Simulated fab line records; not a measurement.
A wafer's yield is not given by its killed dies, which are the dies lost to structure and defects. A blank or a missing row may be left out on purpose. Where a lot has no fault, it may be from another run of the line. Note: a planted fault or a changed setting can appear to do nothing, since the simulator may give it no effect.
Struck lot and sound lot, side by side ; flow n5-finfet ; 16 out of 1938 route steps
Sound: the wafers L965.1, L965.4, L965.5. Wafers struck: L962.3, L962.5, L962.6. At the end, the cause is stated.
For every step that has rows: the tool of each side, followed by ch and its chambers, followed by its first start. Under that, the readings that differ: sound wafers ; struck wafers ; difference of the means ; sigmas: that difference in standard deviations of wafers without a fault.
alike: readings with means less than 2 such deviations apart, plus words and numbers identical on both sides. not compared: withheld readings, readings lacking a value on some wafer, bounds such as >300 that could conceal the same value, and numbers that have no deviation in the record and whose values overlap.
Wherever a step has rows on one side only, a row that says differs or no value, or a row with sigmas, the two part there. Non-overlapping numbers with no deviation appear without sigmas and do not part them. A reading that every wafer of one side lacks parts them only if that side has two wafers or more.

N5_FIN_CUT_INSPECT_10: inspects for defects (brightfield).
  sound: defect-inspect-01 at day 3 22:37; struck: defect-inspect-01 at day 3 02:19
  alike: raw-defect-count
N5_FIN_CUT_DESCUM_13: chemistry O2, time 7 s.
  sound on rie-diel-06 ch 0,1, day 3 22:39; struck on rie-diel-06 ch 0,2,3, day 3 02:22
  alike: drypump-motor-current-A, oes-product-au, rf-vpp-V, showerhead-plenum-p-Torr, throttle-valve-pct
  not compared: rf-hours-counter-h
then, 1 step without rows for these wafers: N5_FIN_CUT_ETCH_30 (etches underlayer in N2/H2, target depth 13 nm, time 10.4 s).
N5_FIN_CUT_ETCH_20: etches SiARC in CF4, target depth 26 nm, time 43.3 s.
  sound on rie-diel-06 ch 0,1, day 3 22:43; struck on rie-diel-06 ch 0,2,3, day 3 02:25
  alike: bias-w, cf4-flow-sccm, drypump-motor-current-A, etch-rf-on-time-s, oes-product-au, rf-vpp-V, showerhead-plenum-p-Torr, throttle-valve-pct
  not compared: rf-hours-counter-h
then, 3 steps without rows for these wafers: N5_FIN_CUT_ETCH_21 (etches SOC in N2/H2, target depth 219 nm, overetch 43.8 nm, time 523.5 s); N5_FIN_CUT_STRIP_23 (strips in N2/H2); N5_FIN_CUT_STRIP_31 (strips in N2/H2).
N5_FIN_CUT_STRIP_24: strips in CF4.
  sound on rie-diel-06 ch 0,1, day 3 23:04; struck on rie-diel-06 ch 1,3, day 3 02:46
  alike: drypump-motor-current-A, oes-product-au, rf-vpp-V, showerhead-plenum-p-Torr, throttle-valve-pct
  not compared: rf-hours-counter-h
then, 3 steps without rows for these wafers: N5_FIN_CUT_CUT_ETCH_26 (etches SiNx in CH3F/O2, target depth 39 nm, time 55.7 s); N5_FIN_CUT_CUT_ETCH_27 (etches SiO2 in CHF3/O2, target depth 4 nm, overetch 2 nm, time 4.9 s); N5_FIN_CUT_PRECLEAN_35 (cleans in vHF, time 13.3 s).
N5_FIN_CUT_CUT_ETCH_15: etches Si in HBr/Cl2/O2, target depth 100 nm, bt time 10 s, time 42.4 s.
  sound on rie-si-01 ch 0,1, day 3 23:17; struck on rie-si-02 ch 0,2, day 3 02:59
reading;sound;struck;difference;sigmas
oes_o_777_au (a.u.);0.99 0.87 0.86;1.02 1.02 1.20;+0.17;+2
oes-product-au (a.u.);0.999 0.979 0.975;1.026 1.029 1.007;+0.036;+2
  alike: HBr_flow_sccm, O2_flow_sccm, drypump-motor-current-A, throttle-valve-pct
  not compared: rf-hours-counter-h
N5_FIN_CUT_CUT_ETCH_28: etches Si in HBr/Cl2/O2, target depth 6 nm, time 2.4 s.
  sound on rie-si-01 ch 0,1, day 3 23:20; struck on rie-si-02 ch 0,2, day 3 03:02
  no value came back on the struck wafers for any of 6 readings (HBr_flow_sccm (sccm), O2_flow_sccm (sccm) and others); on the sound wafers HBr_flow_sccm (sccm) reads 150.2 149.8 149.3
  not compared: rf-hours-counter-h
N5_FIN_CUT_STRIP_22: strips in N2/H2.
  sound on rie-diel-06 ch 0,3, day 3 23:24; struck on rie-diel-06 ch 2,3, day 3 03:07
  alike: drypump-motor-current-A, oes-product-au, rf-vpp-V, showerhead-plenum-p-Torr, throttle-valve-pct
  not compared: rf-hours-counter-h
N5_BEOL_M4_RC_MEAS_101:
  the record has rows for the sound wafers here (prober-01 ch 0, day 9 17:16) and none for the struck ones
-- here the record skips 11 days between the struck wafers' starts before and after, leaving off in module BEOL_M4 and picking up in module PASSIVATION (first step shown: number 1936 of the route) --
N5_PASSIVATION_PROBE_49:
  sound: prober-01 at day 14 08:20; struck: prober-01 at day 14 01:05
reading;sound;struck;difference;sigmas
defect-limited-yield (%);92.5 92.7 93.0;0 0 0;-93;-71
killed-at-front-end;31 33 21;1122 1123 1105;+1088;+99 or more
killed-dies;88 86 83;1180 1180 1180;+1094;+73
killed-on-rim;10 10 11;152 152 152;+142;+33
sort_bin_5_function (%);4.1 4.2 4.5;96.7 97.6 96.8;+92.8;+99 or more
sort-n-pass;1092 1094 1097;0 0 0;-1094;-68
sort-yield-pct (%);92.5 92.7 93.0;0 0 0;-93;-66
  alike: killed_at_M0_to_M3, killed_at_M4_up, killed-at-contacts, killed-at-other, killed-open, killed-short, sort_bin_6_memory

== WHERE THEY PART ==
At N5_FIN_CUT_CUT_ETCH_15 first; at N5_PASSIVATION_PROBE_49 last (within this record only).

WHY: the cause the simulator had injected
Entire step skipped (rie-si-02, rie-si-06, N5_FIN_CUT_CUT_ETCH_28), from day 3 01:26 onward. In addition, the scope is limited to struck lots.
